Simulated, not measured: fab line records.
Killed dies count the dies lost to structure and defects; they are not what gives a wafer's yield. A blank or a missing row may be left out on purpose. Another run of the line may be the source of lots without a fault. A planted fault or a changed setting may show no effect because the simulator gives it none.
fab line records    flow n5_finfet
[record] lots = 7  wafers = 21  last_day = 18
route steps=1938 shown BEOL_M14@1769 BEOL_M15@1773
lots untouched by any fault: they come from a run of this same line in which no faults occurred
start_h: start of the lot's first displayed wafer, in hours after the record's first day    wait_h: time in hours since the lot's previous step    " the same as in the row above    L1.1+2: one row covering several wafers at once    - either no value or no given start    * or withheld: withheld    < > ~ a bound
route shown NAME@n: a module of which the file shows steps, and the number in the route of the first    usual: mean and standard deviation over wafers with no fault    same: alike in all rows    chamber/n: place in a boat    sites: the reading at each site    _std_site: how widely they spread, as a standard deviation    _edge_site: mean of outer sites minus mean of inner sites    radius_mm: how far each site lies from the wafer's centre    mask NAME#n: copy n    behind: tool/chamber where the wafer was last shaped    hold: the reason the lot was held/the length of the hold in hours/how it ended    device: which transistor (n, p or np) failed to switch    end of line: tests run on the same wafers once the route is complete    where a step has no rows: the recipe by itself    killed: at the first sort, the dies lost to defects and structure; wafer yield is something else    map: a wafer's dies, marking killed ones x, the rest . and places with no die _
set.NAME: the run value of the setting; set.NAME@STEP: its run value at that earlier step    model.NAME: the simulator's own value behind a step, which no gauge read
certain route steps with their lots: each step a table, each wafer a row
services: a tool's chamber out of use, with start hour (start_h, from the record's first day; less than 0 if before it), hours out, and reason
[[steps]]
[step N5_BEOL_M14_PRE_CLEAN_52]
[recipe] gas = NH3  time_s = 15  temp_c = withheld  rf_power_w = 300
[step N5_BEOL_M14_DEP_53]
[recipe] material = SiCN  target_thk_a = 500  temp_c = withheld  precursor = 3MS/NH3  pressure_torr = 3  rf_w = 675  time_s = 17.8
[usual] rf_fwd_power_W = 667/3  showerhead_plenum_p_Torr = 4.168/0.017  throttle_valve_pct = 17.9/1
lot.wafer  tool      chamber  start_h  wait_h  rf_fwd_power_W  showerhead_plenum_p_Torr  throttle_valve_pct
L943.1     pecvd-01  1        274.84   0.0     671             4.177                     18.8
L943.2     "         2        "        "       669             4.157                     17.3
L943.5     "         0        "        "       664             4.153                     17.2
L956.1     pecvd-03  0        349.71   0.0     662             4.188                     18.5
L956.2     "         2        "        "       663             4.180                     16.5
L956.5     "         1        "        "       676             4.160                     17.6
L955.1     pecvd-03  2        364.92   0.0     664             4.191                     16.8
L955.4     "         1        "        "       670             4.149                     17.7
L955.6     "         0        "        "       662             4.204                     18.2
L957.1     pecvd-04  1        370.11   0.0     672             4.135                     18.9
L957.3     "         0        "        "       663             4.188                     19.7
L957.5     "         2        "        "       668             4.177                     17.6
L959.4     pecvd-04  1        379.33   0.0     669             4.163                     19.0
L959.5     "         2        "        "       665             4.168                     17.4
L959.6     "         0        "        "       667             4.182                     19.8
L960.1     pecvd-01  2        384.86   0.0     667             4.178                     17.5
L960.2     "         0        "        "       671             4.159                     17.2
L960.4     "         1        "        "       670             4.177                     18.7
L961.1     pecvd-01  0        389.42   0.0     666             4.145                     17.3
L961.4     "         1        "        "       668             4.186                     18.7
L961.6     "         0        "        "       666             4.156                     17.4
[step N5_BEOL_M14_RS_MEAS_54]
[recipe] thk_meas_gauge = four-point-probe  reads = Cu_of_BEOL_M14_ECD_47+Ta_of_BEOL_M14_SPUTTER_44+TaN_of_BEOL_M14_SPUTTER_43
[usual] M14_RS = 0.0339/0.0013
lot.wafer  tool           chamber  start_h  wait_h  M14_RS[ohm/sq]
L943.1     film_metro-02  -        274.90   0.0     0.0339
L943.2     "              -        "        "       0.0333
L943.5     "              -        "        "       0.0345
L956.1     film_metro-01  -        349.78   0.0     0.0309
L956.2     "              -        "        "       0.0350
L956.5     "              -        "        "       0.0310
L955.1     film_metro-02  -        364.98   0.0     0.0363
L955.4     "              -        "        "       0.0321
L955.6     "              -        "        "       0.0362
L957.1     film_metro-02  -        370.17   0.0     0.0313
L957.3     "              -        "        "       0.0349
L957.5     "              -        "        "       0.0352
L959.4     film_metro-02  -        379.38   0.0     0.0350
L959.5     "              -        "        "       0.0352
L959.6     "              -        "        "       0.0329
L960.1     film_metro-02  -        384.92   0.0     0.0344
L960.2     "              -        "        "       0.0342
L960.4     "              -        "        "       0.0333
L961.1     film_metro-02  -        389.49   0.0     0.0341
L961.4     "              -        "        "       0.0330
L961.6     "              -        "        "       0.0345
[step N5_BEOL_M14_INSPECT_55]
[recipe] inspect_instrument = darkfield  mode = post_dep
[usual] raw_defect_count = 68/22
lot.wafer  tool               chamber  start_h  wait_h  raw_defect_count
L943.1     defect_inspect-02  -        274.93   0.0     33
L943.2     "                  -        "        "       43
L943.5     "                  -        "        "       26
L956.1     defect_inspect-02  -        349.81   0.0     60
L956.2     "                  -        "        "       79
L956.5     "                  -        "        "       68
L955.1     defect_inspect-01  -        365.01   0.0     38
L955.4     "                  -        "        "       68
L955.6     "                  -        "        "       62
L957.1     defect_inspect-02  -        370.20   0.0     76
L957.3     "                  -        "        "       63
L957.5     "                  -        "        "       39
L959.4     defect_inspect-01  -        379.41   0.0     79
L959.5     "                  -        "        "       96
L959.6     "                  -        "        "       61
L960.1     defect_inspect-01  -        384.95   0.0     52
L960.2     "                  -        "        "       55
L960.4     "                  -        "        "       66
L961.1     defect_inspect-01  -        389.52   0.0     43
L961.4     "                  -        "        "       60
L961.6     "                  -        "        "       37
[step N5_BEOL_M15_ILD_DEP_00]
[recipe] material = SiO2  target_thk_a = 16293  temp_c = 400  precursor = TEOS/O2  pressure_torr = 6.5  rf_w = 900  teos_flow_sccm = 161.4  gas = O2  flow_sccm = 2650  time_s = 346.1
[usual] heater_power_w = 603/130  rf_fwd_power_W = 898.1/2.4  showerhead_plenum_p_Torr = 8.358/0.024  throttle_valve_pct = 18.6/0.96
lot.wafer  tool      chamber  start_h  wait_h  heater_power_w  rf_fwd_power_W  showerhead_plenum_p_Torr  throttle_valve_pct
L943.1     pecvd-01  2        274.97   0.0     457             898.0           8.348                     17.7
L943.2     "         0        "        "       824             899.0           8.342                     18.0
L943.5     "         2        "        "       535             901.3           8.353                     17.5
L956.1     pecvd-01  1        349.84   0.0     651             898.8           8.379                     19.2
L956.2     "         2        "        "       431             902.1           8.360                     17.9
L956.5     "         0        "        "       689             900.9           8.359                     18.0
L955.1     pecvd-04  2        365.05   0.0     588             900.4           8.392                     18.0
L955.4     "         2        "        "       470             895.5           8.351                     18.3
L955.6     "         0        "        "       498             895.4           8.396                     20.4
L957.1     pecvd-01  2        370.24   0.0     563             897.4           8.371                     18.0
L957.3     "         0        "        "       843             897.3           8.337                     17.7
L957.5     "         2        "        "       432             899.8           8.393                     17.6
L959.4     pecvd-01  1        379.55   0.1     538             898.5           8.361                     19.2
L959.5     "         0        "        "       687             897.2           8.324                     18.1
L959.6     "         2        "        "       519             894.4           8.357                     17.8
L960.1     pecvd-01  0        384.99   0.0     859             896.7           8.345                     17.9
L960.2     "         2        "        "       427             896.2           8.338                     18.0
L960.4     "         0        "        "       669             899.9           8.339                     18.1
L961.1     pecvd-01  0        389.55   0.0     693             901.7           8.328                     17.8
L961.4     "         0        "        "       857             900.0           8.340                     18.0
L961.6     "         1        "        "       653             900.2           8.383                     19.5
[step N5_BEOL_M15_THK_MEAS_01]
[recipe] reads = SiO2_of_BEOL_M15_ILD_DEP_00
[usual] M15_ILD_THK = 1639/22
lot.wafer  tool           chamber  start_h  wait_h  M15_ILD_THK[nm]
L943.1     film_metro-02  -        275.22   0.1     1645
L943.2     "              -        "        "       1611
L943.5     "              -        "        "       1674
L956.1     film_metro-02  -        350.09   0.1     1639
L956.2     "              -        "        "       1643
L956.5     "              -        "        "       1656
L955.1     film_metro-01  -        365.29   0.1     1624
L955.4     "              -        "        "       1651
L955.6     "              -        "        "       1654
L957.1     film_metro-02  -        370.49   0.1     1630
L957.3     "              -        "        "       1639
L957.5     "              -        "        "       1678
L959.4     film_metro-02  -        379.69   0.0     1677
L959.5     "              -        "        "       1650
L959.6     "              -        "        "       1659
L960.1     film_metro-01  -        385.25   0.2     1634
L960.2     "              -        "        "       1654
L960.4     "              -        "        "       1640
L961.1     film_metro-02  -        389.80   0.1     1611
L961.4     "              -        "        "       1639
L961.6     "              -        "        "       1652
[step N5_BEOL_M15_COAT_58]
[recipe] resist = BARC  temp_c = 205  time_s = 60  spin_rpm = 1500  resist_thk_nm = 89
[step N5_BEOL_M15_COAT_04]
[recipe] spin_rpm = 1704  resist_thk_nm = 800
[step N5_BEOL_M15_EBR_06]
[recipe] solvent = PGMEA  ebr_width_mm = 1.5
[step N5_BEOL_M15_SOFTBAKE_05]
[recipe] temp_c = 130  time_s = 60
[step N5_BEOL_M15_EXPOSE_07]
[recipe] mask_id = V14  na = 0.8  source_shape = annular  sigma_inner = 0.5  sigma_outer = 0.8  polarization = unpolarized  attpsm_phase_deg = 180  dose_mj = 41.25
[step N5_BEOL_M15_PEB_08]
[recipe] peb_temp_c = 130  peb_time_s = 90
[step N5_BEOL_M15_DEVELOP_09]
[recipe] develop_time_s = 45  rinse_liquid = diw  dry = air_spin  dev_temp_c = 21
[usual] chill_plate_temp_C = 23.01/0.11  develop_time_s = 45/0
lot.wafer  tool            chamber  start_h  wait_h  chill_plate_temp_C  develop_time_s  model.coat_of_BEOL_M15_COAT_04.thk_nm
L943.1     litho_track-04  0        275.54   -       22.98               45              786.4
L943.2     "               0        "        "       23.00               45              784.4
L943.5     "               0        "        "       23.09               45              784.4
L956.1     litho_track-05  0        350.41   -       23.05               45              789.2
L956.2     "               0        "        "       23.09               45              784.4
L956.5     "               0        "        "       23.01               45              782.8
L955.1     litho_track-05  -        365.49   -       -                   -               795.6
L955.4     "               -        "        "       -                   -               798
L955.6     "               -        "        "       -                   -               798.2
L957.1     litho_track-05  -        370.68   -       -                   -               798.8
L957.3     "               -        "        "       -                   -               799.8
L957.5     "               -        "        "       -                   -               800.6
L959.4     litho_track-04  -        380.01   -       -                   -               800
L959.5     "               -        "        "       -                   -               799.4
L959.6     "               -        "        "       -                   -               798.8
L960.1     litho_track-01  0        385.57   -       22.91               45              790.4
L960.2     "               0        "        "       22.87               45              788.4
L960.4     "               0        "        "       22.91               45              786.4
L961.1     litho_track-01  0        390.00   -       23.01               45              786.6
L961.4     "               0        "        "       23.06               45              785.8
L961.6     "               0        "        "       23.14               45              785
[step N5_BEOL_M15_HARDBAKE_14]
[recipe] temp_c = 130  time_s = 120
[[services]]
tool            chamber  start_h  hours  kind
pecvd-04        0        278.63   2.1    scheduled_down
pecvd-03        0        283.70   23.4   repair
pecvd-04        1        284.57   2.1    scheduled_down
pecvd-04        -        285.18   6.0    pm
pecvd-04        2        298.18   -      calibration
pecvd-03        0        316.27   5.0    scheduled_down
pecvd-03        -        338.65   6.0    pm
litho_track-01  -        344.47   -      consumable_replace:filter
pecvd-01        2        358.04   2.1    scheduled_down
pecvd-03        0        370.54   16.5   scheduled_down
litho_track-01  -        374.45   -      consumable_replace:filter
pecvd-04        1        383.62   -      clean
pecvd-04        1        383.62   -      consumable_replace:showerhead
pecvd-04        1        383.62   29.0   scheduled_down
pecvd-04        1        383.62   29.0   vent_cycle
[[key]]
[first_sign] step = N5_BEOL_M15_DEVELOP_09  reading = tool_record  direction = missing
effect none on later readings
[model_effect] step = N5_BEOL_M15_DEVELOP_09  value = coat_of_BEOL_M15_COAT_04.thk_nm  without = 784.6  struck = 798.8
met_at N5_BEOL_M15_DEVELOP_09
struck_wafers L955.1,L955.4,L955.6,L957.1,L957.3,L957.5,L959.4,L959.5,L959.6
later_rows_left_out L955.1,L955.4,L955.6,L957.1,L957.3,L957.5,L959.4,L959.5,L959.6
sort_left_out L955.1,L955.4,L955.6,L957.1,L957.3,L957.5,L959.4,L959.5,L959.6
onset_between 350.41 365.49
[fault] kind = skipped_step_whole  tool = litho_track-04,litho_track-05  chamber = -  onset_h = 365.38  steps = N5_BEOL_M15_DEVELOP_09  scope = struck_lots_only
// sort_left_out: the simulated sort isn't trusted on such a fault, so these wafers' sort isn't shown, and their yield isn't known
// later_rows_left_out: the simulator's readings of these wafers behind a module that went badly wrong aren't trusted and aren't shown, but for the sort
